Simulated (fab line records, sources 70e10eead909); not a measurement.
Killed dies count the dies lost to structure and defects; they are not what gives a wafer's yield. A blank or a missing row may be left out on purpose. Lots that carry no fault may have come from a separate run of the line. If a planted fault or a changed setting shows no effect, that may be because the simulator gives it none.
Matching of chambers	flow nand-harc	rie-diel-05 running NHARC_A_STAIRCASE_DESCUM_252: 4 sister chambers
The step chemistry O2, time 3 s. 4 wafers are shown with their chamber, then 8 later ones without.

WAFERS WITH THEIR CHAMBER
wafer	chamber	drypump-motor-current-A (A)
L076.3	1	5.9
L077.5	0	5.9
L084.6	3	4.8
L095.4	2	6.3

WAFERS WHOSE CHAMBER IS MISSING
wafer	drypump-motor-current-A (A)
L095.5	5.9
L095.6	6.0
L097.1	4.8
L097.2	6.3
L097.3	5.8
L097.4	6.0
L097.5	4.8
L097.6	5.9

EACH ONE'S CHAMBER
wafer	from the rows above	in truth
L095.5	can't be placed: 0 or 1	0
L095.6	can't be placed: 0 or 1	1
L097.1	3	3
L097.2	2	2
L097.3	can't be placed: 0 or 1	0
L097.4	can't be placed: 0 or 1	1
L097.5	3	3
L097.6	can't be placed: 0 or 1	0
3 of 8 placed correctly. Cannot be placed on the basis of these rows: 5; the candidates contain the true chamber in 5. Placed wrongly: 0.
How it was worked out, from the rows above alone: a wafer's distance from a chamber is the root of the sum, over the readings, of the square of ((its reading less the chamber's mean) divided by the reading's scatter). If the next closest chamber is less than 2 further off than the closest, the wafer can't be placed; otherwise it belongs to the closest. A chamber's mean is the mean of its shown wafers. The scatter: with one shown wafer a chamber, the root of the mean of the squares of how far each hidden wafer lies from its nearest shown one.
